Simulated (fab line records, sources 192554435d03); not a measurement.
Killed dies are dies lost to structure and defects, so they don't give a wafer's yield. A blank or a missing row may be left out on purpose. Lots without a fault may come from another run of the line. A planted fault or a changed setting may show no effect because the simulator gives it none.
Chamber matching | flow n5_finfet | N5_BEOL_M2_ETCH_64 on rie_diel-01: 4 sister chambers
The step etches SOC in N2/H2, target depth 75 nm, overetch 22.5 nm, time 121.9 s. 8 wafers are shown with their chamber, then 9 later ones without.

WAFERS WITH THEIR CHAMBER
wafer  | chamber | throttle_valve_pct (%) | drypump_motor_current_A (A)
L077.6 | 2       | 17.40                  | 5.1
L084.4 | 2       | 17.41                  | 5.1
L087.2 | 1       | 17.87                  | 6.0
L087.5 | 0       | 17.87                  | 5.8
L087.6 | 3       | 18.34                  | 5.7
L088.1 | 3       | 18.37                  | 5.8
L088.3 | 1       | 17.89                  | 6.1
L088.5 | 0       | 17.86                  | 5.8

WAFERS WITHOUT THEIR CHAMBER
wafer  | throttle_valve_pct (%) | drypump_motor_current_A (A)
L092.1 | 17.89                  | 6.1
L092.3 | 17.43                  | 5.1
L092.4 | 18.36                  | 5.8
L094.2 | 17.45                  | 5.1
L094.4 | 18.38                  | 5.8
L094.6 | 17.44                  | 5.1
L096.1 | 18.39                  | 5.8
L096.5 | 18.39                  | 5.8
L096.6 | 17.48                  | 5.1

WHICH CHAMBER EACH WENT THROUGH
wafer  | from the rows above | in truth
L092.1 | 1                   | 1
L092.3 | 2                   | 2
L092.4 | 3                   | 3
L094.2 | 2                   | 2
L094.4 | 3                   | 3
L094.6 | 2                   | 2
L096.1 | 3                   | 3
L096.5 | 3                   | 3
L096.6 | 2                   | 2
Placed correctly: 9 of 9. Can't be placed from these rows: 0. Placed wrongly: 0.
How it was worked out, from the rows above alone: a wafer's distance from a chamber is the root of the sum, over the readings, of the square of ((its reading less the chamber's mean) divided by the reading's scatter). The wafer belongs to the nearest chamber; if the next one is less than 2 further off, it can't be placed. A chamber's mean is the mean of its shown wafers. The scatter: the root of (the sum of the squares of (reading less its chamber's mean) over the shown wafers, divided by (wafers less chambers)).
